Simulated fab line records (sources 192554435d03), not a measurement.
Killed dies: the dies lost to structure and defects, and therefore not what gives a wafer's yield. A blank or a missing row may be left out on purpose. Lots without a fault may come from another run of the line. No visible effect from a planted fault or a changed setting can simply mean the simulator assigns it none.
Matching of chambers    flow n5 finfet    rie diel-03 running N5_BEOL_M14_STRIP_37: 4 sister chambers
The step strips in O2. 4 wafers are shown with their chamber, then 8 later ones without.

WAFERS WITH THEIR CHAMBER
wafer   chamber  showerhead plenum p Torr (Torr)
L078.2  0        2.03
L083.2  3        2.03
L083.3  1        2.16
L086.1  2        2.00

WAFERS WHOSE CHAMBER IS MISSING
wafer   showerhead plenum p Torr (Torr)
L086.2  2.03
L086.4  2.02
L092.1  1.99
L092.2  2.15
L092.4  2.02
L094.3  1.99
L094.4  2.02
L094.5  1.99

CHAMBER TAKEN BY EACH
wafer   from the rows above           in truth
L086.2  can't be placed: 0 or 3       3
L086.4  can't be placed: 0 or 3 or 2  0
L092.1  2                             2
L092.2  1                             1
L092.4  can't be placed: 0 or 3 or 2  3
L094.3  2                             2
L094.4  can't be placed: 0 or 3 or 2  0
L094.5  2                             2
Correct placement for 4 of the 8. These rows do not allow placing 4 (true chamber among the candidates in 4). 0 placed wrongly.
How it was worked out, from the rows above alone: a wafer's distance from a chamber is the root of the sum, over the readings, of the square of ((its reading less the chamber's mean) divided by the reading's scatter). The wafer belongs to the nearest chamber; if the next one is less than 2 further off, it can't be placed. The mean given for a chamber averages the wafers shown for that chamber. The scatter: with one shown wafer a chamber, the root of the mean of the squares of how far each hidden wafer lies from its nearest shown one.
